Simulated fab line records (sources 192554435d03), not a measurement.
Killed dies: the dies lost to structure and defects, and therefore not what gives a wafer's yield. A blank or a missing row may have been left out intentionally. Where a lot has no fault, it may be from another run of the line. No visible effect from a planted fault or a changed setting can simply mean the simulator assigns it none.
Chamber matching | flow n5_finfet | 4 sister chambers for N5_BEOL_M12_ETCH_38 on rie_diel-05
The step etches SiCN in CF4/N2, target depth 68.7 nm, time 73.4 s. 8 wafers are shown with their chamber, then 9 later ones without.

WAFERS PAIRED WITH THEIR CHAMBERS
wafer  | chamber | showerhead_plenum_p_Torr (Torr) | drypump_motor_current_A (A)
L081.3 | 0       | 2.10                            | 4.9
L081.6 | 0       | 2.10                            | 4.8
L089.1 | 3       | 2.25                            | 5.0
L089.4 | 1       | 2.13                            | 5.5
L089.6 | 3       | 2.25                            | 5.0
L090.1 | 1       | 2.12                            | 5.6
L090.3 | 2       | 2.02                            | 5.7
L090.5 | 2       | 2.02                            | 5.7

WAFERS WHOSE CHAMBER IS MISSING
wafer  | showerhead_plenum_p_Torr (Torr) | drypump_motor_current_A (A)
L094.1 | 2.12                            | 5.6
L094.2 | 2.02                            | 5.7
L094.3 | 2.24                            | 5.0
L094.4 | 2.36                            | 4.8
L094.5 | 2.36                            | 4.9
L094.6 | 2.12                            | 5.6
L095.1 | 2.12                            | 5.6
L095.2 | 2.24                            | 5.0
L095.5 | 2.24                            | 5.0

WHICH CHAMBER EACH ONE RAN IN
wafer  | from the rows above | in truth
L094.1 | 1                   | 1
L094.2 | 2                   | 2
L094.3 | 3                   | 3
L094.4 | 3                   | 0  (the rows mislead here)
L094.5 | 3                   | 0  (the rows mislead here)
L094.6 | 1                   | 1
L095.1 | 1                   | 1
L095.2 | 3                   | 3
L095.5 | 3                   | 3
7 of 9 placed correctly. Left unplaced by these rows: 0. 2 placed wrongly.
How it was worked out, from the rows above alone: a wafer's distance from a chamber is the root of the sum, over the readings, of the square of ((its reading less the chamber's mean) divided by the reading's scatter). If the next closest chamber is less than 2 further off than the closest, the wafer can't be placed; otherwise it belongs to the closest. The mean given for a chamber averages the wafers shown for that chamber. The scatter: the root of (the sum of the squares of (reading less its chamber's mean) over the shown wafers, divided by (wafers less chambers)).
